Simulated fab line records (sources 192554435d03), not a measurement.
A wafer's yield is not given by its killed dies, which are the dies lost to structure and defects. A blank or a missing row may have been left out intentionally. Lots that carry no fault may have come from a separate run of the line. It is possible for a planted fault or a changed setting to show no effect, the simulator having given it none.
Which tool is to blame?	flow n5 finfet	24 lots, 72 wafers sampled, at 6 steps of a route of 1938

## WHAT THE GAUGES READ, wafer by wafer
The record holds no reading of a measuring or inspecting step that can be judged against a usual standard deviation.

## WHAT TOOL EACH LOT RAN ON (gives the tool, then ch and the chambers of the sampled wafers, and finally the start)
lot	N5_MOL_CONTACT_COAG_ALD_131	N5_MOL_CONTACT_COAG_ETCHBACK_132	N5_MOL_CONTACT_COAG_DESCUM_45	N5_BEOL_M0_SAQP_HM_DEP_111	N5_BEOL_M0_SAQP_MANDREL1_REMOVE_100	N5_BEOL_M0_SAQP_MANDREL_ETCH_103
L074	ald sin-02 ch 0,3, day 5 07:32	rie diel-06 ch 0,3, day 5 07:46	rie diel-05 ch 1,2, day 5 09:30	pecvd-02 ch 0,1,2, day 5 15:13	rie si-06 ch 0,3, day 5 17:16	rie si-05 ch 0,1,2, day 5 17:32
L075	ald sin-02 ch 1,3, day 5 12:36	rie diel-02 ch 0,1,3, day 5 12:47	rie diel-02 ch 0,1,3, day 5 13:43	pecvd-04 ch 0,1, day 5 21:05	rie si-05 ch 2,3, day 5 23:23	rie si-05 ch 0,1,3, day 5 23:49
L076	ald sin-02 ch 0,1, day 5 13:32	rie diel-06 ch 0,1,2, day 5 13:43	rie diel-02 ch 0,3, day 5 15:05	pecvd-03 ch 0,1,2, day 5 21:07	rie si-02 ch 1,2, day 5 23:23	rie si-02 ch 0,1,2, day 5 23:51
L077	ald sin-01 ch 0,2, day 5 21:58	rie diel-06 ch 1,3, day 5 22:08	rie diel-02 ch 1,2,3, day 5 23:04	pecvd-04 ch 0,1,2, day 6 05:06	rie si-05 ch 1,2, day 6 07:17	rie si-06 ch 0,3, day 6 07:34
L078	ald sin-01 ch 0,2, day 6 05:17	rie diel-06 ch 0,3, day 6 05:56	rie diel-02 ch 1,2,3, day 6 07:04	pecvd-02 ch 0,2, day 6 12:48	rie si-06 ch 2,3, day 6 14:56	rie si-02 ch 0,1,3, day 6 15:14
L079	ald sin-03 ch 0,1,2, day 6 06:41	rie diel-06 ch 0,1,3, day 6 06:52	rie diel-05 ch 0,1,3, day 6 08:17	pecvd-04 ch 0,1,2, day 6 16:40	rie si-02 ch 0,2,3, day 6 18:43	rie si-06 ch 0,1, day 6 19:01
L080	ald sin-03 ch 0,1,3, day 6 12:49	rie diel-02 ch 1,2, day 6 13:00	rie diel-02 ch 1,3, day 6 13:56	pecvd-03 ch 0,1, day 6 20:47	rie si-06 ch 0,1, day 6 22:55	rie si-05 ch 0,1,3, day 6 23:19
L081	ald sin-02 ch 0,1,3, day 6 20:25	rie diel-02 ch 1,2, day 6 20:45	rie diel-05 ch 0,2,3, day 6 21:47	pecvd-02 ch 0,1,2, day 7 04:23	rie si-02 ch 0,3, day 7 06:45	rie si-06 ch 0,3, day 7 07:05
L083	ald sin-03 ch 0,1,3, day 7 07:03	rie diel-02 ch 1,2, day 7 07:29	rie diel-02 ch 0,1,2, day 7 09:46	pecvd-04 ch 0,1,2, day 7 16:53	rie si-05 ch 1,2, day 7 18:53	rie si-06 ch 1,3, day 7 19:19
L082	ald sin-02 ch 2,3, day 7 10:36	rie diel-02 ch 0,1,3, day 7 10:52	rie diel-06 ch 1,3, day 7 13:25	pecvd-03 ch 0,1, day 7 20:56	rie si-06 ch 2,3, day 7 23:03	rie si-05 ch 0,1,2, day 7 23:20
L084	ald sin-01 ch 0,1,3, day 7 17:01	rie diel-06 ch 1,2,3, day 7 17:11	rie diel-06 ch 0,2,3, day 7 18:10	pecvd-03 ch 0,2, day 8 00:20	rie si-02 ch 0,1, day 8 02:12	rie si-06 ch 0,1,3, day 8 02:35
L085	ald sin-03 ch 0,2, day 7 19:13	rie diel-02 ch 0,1, day 7 19:25	rie diel-02 ch 0,1,3, day 7 20:41	pecvd-02 ch 0,1, day 8 03:29	rie si-06 ch 0,3, day 8 06:54	rie si-05 ch 0,2, day 8 07:17
L086	ald sin-01 ch 2,3, day 8 04:39	rie diel-05 ch 1,3, day 8 04:50	rie diel-06 ch 0,3, day 8 05:46	pecvd-03 ch 0,1, day 8 12:46	rie si-02 ch 0,2, day 8 14:37	rie si-06 ch 0,1,2, day 8 14:55
L087	ald sin-02 ch 0,2,3, day 8 12:01	rie diel-06 ch 0,2, day 8 12:11	rie diel-02 ch 1,2,3, day 8 13:22	pecvd-03 ch 1,2, day 8 20:43	rie si-05 ch 1,3, day 8 23:12	rie si-02 ch 2,3, day 8 23:30
L089	ald sin-02 ch 2,3, day 8 23:05	rie diel-05 ch 0,1, day 8 23:20	rie diel-05 ch 0,3, day 9 00:28	pecvd-04 ch 0,1,2, day 9 08:20	rie si-06 ch 1,2, day 9 10:23	rie si-05 ch 0,1,3, day 9 10:43
L088	ald sin-01 ch 0,1,3, day 9 01:07	rie diel-05 ch 0,1,2, day 9 01:19	rie diel-06 ch 0,1,3, day 9 02:23	pecvd-04 ch 0,2, day 9 12:32	rie si-06 ch 2,3, day 9 15:18	rie si-05 ch 2,3, day 9 15:36
L090	ald sin-02 ch 0,2,3, day 9 03:29	rie diel-06 ch 0,1, day 9 03:40	rie diel-05 ch 1,2,3, day 9 04:51	pecvd-02 ch 0,1,2, day 9 13:13	rie si-06 ch 2,3, day 9 16:23	rie si-05 ch 1,2, day 9 16:52
L091	ald sin-01 ch 0,1,3, day 9 13:27	rie diel-05 ch 1,2,3, day 9 13:46	rie diel-06 ch 0,2,3, day 9 14:49	pecvd-03 ch 0,1,2, day 9 22:15	rie si-05 ch 1,2,3, day 10 01:36	rie si-06 ch 1,2,3, day 10 01:53
L092	ald sin-02 ch 1,2, day 9 20:46	rie diel-05 ch 1,2, day 9 21:03	rie diel-05 ch 1,2, day 9 22:15	pecvd-02 ch 1,2, day 10 04:13	rie si-02 ch 1,2, day 10 06:17	rie si-05 ch 1,3, day 10 06:40
L093	ald sin-02 ch 2,3, day 9 21:28	rie diel-05 ch 1,2,3, day 9 21:40	rie diel-02 ch 1,2, day 9 22:58	pecvd-02 ch 0,2, day 10 07:10	rie si-05 ch 0,1,3, day 10 09:26	rie si-02 ch 2,3, day 10 09:44
L094	ald sin-02 ch 0,1,3, day 10 03:48	rie diel-02 ch 0,1, day 10 04:08	rie diel-05 ch 0,2,3, day 10 05:14	pecvd-02 ch 0,1, day 10 12:16	rie si-05 ch 1,3, day 10 14:50	rie si-02 ch 0,1,3, day 10 15:07
L095	ald sin-01 ch 0,1,2, day 10 13:40	rie diel-05 ch 1,2,3, day 10 13:50	rie diel-05 ch 0,1,2, day 10 14:49	pecvd-02 ch 0,2, day 10 21:54	rie si-06 ch 0,2,3, day 11 00:08	rie si-02 ch 0,2,3, day 11 00:26
L096	ald sin-03 ch 0,1,2, day 10 16:00	rie diel-05 ch 1,2, day 10 16:11	rie diel-06 ch 0,1,3, day 10 17:14	pecvd-04 ch 0,2, day 10 23:21	rie si-02 ch 0,2,3, day 11 01:19	rie si-06 ch 0,1,3, day 11 01:41
L097	ald sin-02 ch 0,2,3, day 10 21:17	rie diel-02 ch 0,3, day 10 21:28	rie diel-05 ch 0,3, day 10 22:32	pecvd-02 ch 0,1, day 11 04:17	rie si-05 ch 0,1,3, day 11 06:59	rie si-06 ch 1,2, day 11 07:17
- N5_MOL_CONTACT_COAG_ALD_131: deposits SiO2, target thk 5 nm, pulse time 1 s, co reactant pulse time 1 s.
- N5_MOL_CONTACT_COAG_ETCHBACK_132: etches SiO2 in CHF3, target depth 10 nm, time 6.7 s.
- N5_MOL_CONTACT_COAG_DESCUM_45: chemistry O2, time 7 s.
- N5_BEOL_M0_SAQP_HM_DEP_111: deposits SiO2 from SiH4/N2O, target thk 12 nm, time 7.2 s.
- N5_BEOL_M0_SAQP_MANDREL1_REMOVE_100: chemistry HBr/Cl2/O2, target a-Si, stops on SiNx, bt time 10 s.
- N5_BEOL_M0_SAQP_MANDREL_ETCH_103: etches a-Si in HBr/Cl2, stops on SiCN, target depth 45 nm, bt time 10 s, time 27 s.

## WHAT THE TOOLS THEMSELVES READ (means of the sampled wafers that have a number; where no wafer has one, the mark that the record gives instead)
N5_MOL_CONTACT_COAG_ALD_131.
lot	tool	heater power w (W)	precursor pulse height rel
L074	ald sin-02	72	0.988
L075	ald sin-02	74	1.006
L076	ald sin-02	81	1.015
L077	ald sin-01	87	1.015
L078	ald sin-01	86	0.984
L079	ald sin-03	75	1.007
L080	ald sin-03	72	1.014
L081	ald sin-02	77	0.984
L083	ald sin-03	72	0.994
L082	ald sin-02	70	0.988
L084	ald sin-01	80	0.999
L085	ald sin-03	84	1.010
L086	ald sin-01	84	1.000
L087	ald sin-02	74	1.002
L089	ald sin-02	69	0.999
L088	ald sin-01	78	0.992
L090	ald sin-02	73	1.012
L091	ald sin-01	81	0.994
L092	ald sin-02	77	1.000
L093	ald sin-02	70	1.001
L094	ald sin-02	77	0.981
L095	ald sin-01	81	1.007
L096	ald sin-03	73	0.998
L097	ald sin-02	74	1.002

N5_MOL_CONTACT_COAG_ETCHBACK_132.
lot	tool	drypump motor current A (A)	oes_f_703_au (a.u.)	oes product au (a.u.)	rf vpp V (V)	showerhead plenum p Torr (Torr)	throttle valve pct (%)
L074	rie diel-06	5.3	0.72	0.73	520	2.28	18.52
L075	rie diel-02	6.0	0.80	0.80	526	2.43	18.69
L076	rie diel-06	5.4	0.70	0.71	528	2.33	19.06
L077	rie diel-06	5.2	0.72	0.73	531	2.29	18.58
L078	rie diel-06	5.5	0.72	0.71	514	2.26	18.73
L079	rie diel-06	5.4	0.72	0.72	525	2.27	18.79
L080	rie diel-02	6.3	0.79	0.81	526	2.44	18.60
L081	rie diel-02	6.3	0.79	0.80	526	2.44	18.61
L083	rie diel-02	6.5	0.81	0.81	521	2.48	18.54
L082	rie diel-02	6.0	0.79	0.78	526	2.43	18.72
L084	rie diel-06	5.1	0.69	0.70	533	2.34	18.90
L085	rie diel-02	6.4	0.81	0.82	524	2.47	18.58
L086	rie diel-05	5.8	0.81	0.82	533	2.36	18.54
L087	rie diel-06	5.2	0.67	0.68	525	2.39	19.13
L089	rie diel-05	6.6	0.80	0.81	536	2.42	18.68
L088	rie diel-05	6.4	0.76	0.76	531	2.40	18.79
L090	rie diel-06	5.7	0.69	0.69	520	2.26	19.03
L091	rie diel-05	6.1	0.76	0.77	529	2.37	18.72
L092	rie diel-05	6.5	0.74	0.74	530	2.40	18.68
L093	rie diel-05	6.2	0.76	0.77	530	2.37	18.73
L094	rie diel-02	6.4	0.79	0.80	524	2.46	18.60
L095	rie diel-05	6.2	0.75	0.76	529	2.37	18.74
L096	rie diel-05	6.3	0.72	0.71	526	2.38	18.90
L097	rie diel-02	5.7	0.74	0.75	535	2.37	18.87

N5_MOL_CONTACT_COAG_DESCUM_45.
lot	tool	drypump motor current A (A)	oes product au (a.u.)	rf vpp V (V)	showerhead plenum p Torr (Torr)	throttle valve pct (%)
L074	rie diel-05	6.6	0.77	243.7	2.11	20.26
L075	rie diel-02	6.0	0.81	243.6	2.14	20.39
L076	rie diel-02	5.7	0.78	242.6	2.10	20.53
L077	rie diel-02	6.2	0.80	243.8	2.14	20.36
L078	rie diel-02	6.2	0.79	244.3	2.14	20.36
L079	rie diel-05	6.2	0.83	243.7	2.09	20.21
L080	rie diel-02	6.0	0.77	243.5	2.14	20.49
L081	rie diel-05	6.0	0.81	243.0	2.08	20.44
L083	rie diel-02	6.2	0.81	244.3	2.13	20.29
L082	rie diel-06	5.2	0.72	241.7	2.01	20.35
L084	rie diel-06	5.2	0.70	243.3	2.04	20.50
L085	rie diel-02	6.0	0.78	244.1	2.13	20.44
L086	rie diel-06	5.5	0.70	241.2	1.98	20.42
L087	rie diel-02	6.2	0.77	243.3	2.13	20.40
L089	rie diel-05	6.1	0.82	243.7	2.07	20.32
L088	rie diel-06	5.4	0.70	242.2	1.99	20.54
L090	rie diel-05	6.1	0.76	243.6	2.08	20.40
L091	rie diel-06	5.2	0.70	242.0	2.04	20.52
L092	rie diel-05	6.4	0.72	243.4	2.08	20.55
L093	rie diel-02	6.5	0.81	243.9	2.17	20.17
L094	rie diel-05	6.1	0.78	243.1	2.07	20.48
L095	rie diel-05	6.5	0.75	242.5	2.09	20.40
L096	rie diel-06	5.5	0.69	241.7	1.99	20.56
L097	rie diel-05	5.8	0.82	242.4	2.06	20.33

N5_BEOL_M0_SAQP_HM_DEP_111.
lot	tool	heater power w (W)	showerhead plenum p Torr (Torr)
L074	pecvd-02	846	8.10
L075	pecvd-04	704	8.27
L076	pecvd-03	827	8.17
L077	pecvd-04	642	8.24
L078	pecvd-02	729	8.04
L079	pecvd-04	694	8.24
L080	pecvd-03	902	8.34
L081	pecvd-02	832	8.10
L083	pecvd-04	668	8.24
L082	pecvd-03	872	8.36
L084	pecvd-03	816	8.23
L085	pecvd-02	862	8.19
L086	pecvd-03	909	8.29
L087	pecvd-03	803	8.02
L089	pecvd-04	680	8.24
L088	pecvd-04	751	8.21
L090	pecvd-02	801	8.10
L091	pecvd-03	814	8.18
L092	pecvd-02	867	8.17
L093	pecvd-02	726	8.03
L094	pecvd-02	796	8.18
L095	pecvd-02	763	8.03
L096	pecvd-04	754	8.21
L097	pecvd-02	811	8.17

N5_BEOL_M0_SAQP_MANDREL1_REMOVE_100.
lot	tool	drypump motor current A (A)	oes product au (a.u.)	throttle valve pct (%)
L074	rie si-06	5.6	0.986	36.91
L075	rie si-05	6.2	1.005	36.76
L076	rie si-02	6.1	0.979	36.58
L077	rie si-05	6.4	1.001	36.75
L078	rie si-06	5.4	1.020	36.87
L079	rie si-02	5.9	0.998	36.47
L080	rie si-06	6.0	0.991	36.87
L081	rie si-02	6.2	0.999	36.78
L083	rie si-05	6.5	0.984	36.61
L082	rie si-06	5.4	1.018	36.86
L084	rie si-02	6.4	0.974	36.88
L085	rie si-06	5.6	0.989	36.91
L086	rie si-02	6.1	1.010	36.42
L087	rie si-05	6.4	0.979	36.46
L089	rie si-06	5.9	1.026	36.84
L088	rie si-06	5.5	1.018	36.90
L090	rie si-06	5.5	1.017	36.87
L091	rie si-05	6.3	0.993	36.62
L092	rie si-02	6.1	0.988	36.56
L093	rie si-05	6.1	0.985	36.53
L094	rie si-05	6.2	0.983	36.48
L095	rie si-06	5.6	0.998	36.90
L096	rie si-02	5.9	0.997	36.49
L097	rie si-05	6.1	0.980	36.51

N5_BEOL_M0_SAQP_MANDREL_ETCH_103.
lot	tool	drypump motor current A (A)	oes product au (a.u.)	throttle valve pct (%)
L074	rie si-05	6.2	0.667	35.41
L075	rie si-05	6.1	0.673	35.25
L076	rie si-02	6.3	0.686	35.39
L077	rie si-06	5.4	0.681	35.62
L078	rie si-02	6.1	0.670	35.46
L079	rie si-06	6.0	0.673	35.62
L080	rie si-05	6.1	0.665	35.26
L081	rie si-06	5.4	0.683	35.61
L083	rie si-06	5.6	0.689	35.56
L082	rie si-05	6.2	0.670	35.41
L084	rie si-06	5.8	0.687	35.59
L085	rie si-05	5.8	0.671	35.44
L086	rie si-06	6.0	0.683	35.61
L087	rie si-02	5.5	0.690	34.98
L089	rie si-05	6.1	0.678	35.26
L088	rie si-05	6.0	0.679	35.39
L090	rie si-05	6.6	0.673	35.37
L091	rie si-06	5.8	0.695	35.57
L092	rie si-05	6.4	0.676	35.23
L093	rie si-02	5.5	0.687	34.99
L094	rie si-02	6.1	0.681	35.46
L095	rie si-02	5.9	0.680	35.24
L096	rie si-06	5.8	0.692	35.58
L097	rie si-06	5.9	0.697	35.60

## THE ANSWER, worked out from the rows above alone
Rule: what is usual is taken from the lots themselves. Put in order of their means at a reading, lots are off if they are a third of the lots or fewer, leave a main group of 4 or more, and stand apart from it by a gap of 3 or more times the standard deviation of the main group's means; of several such gaps the widest counts. A main group whose means are all the same, to the digits that the tables above print for the reading, isn't used. Also off: a lot with no number at a reading for which 4 or more lots have one. The other lots that the step has rows for count as sound. First the gauges in route order, then the tools' own readings, where a lot's mean is used as printed above. At the first step where some lot is off, the reading lying furthest off is the one used; lots without a number count as furthest.
Nothing can be told from this: no lot is off at any reading shown.

## WHAT HAD BEEN PUT IN BY THE SIMULATOR
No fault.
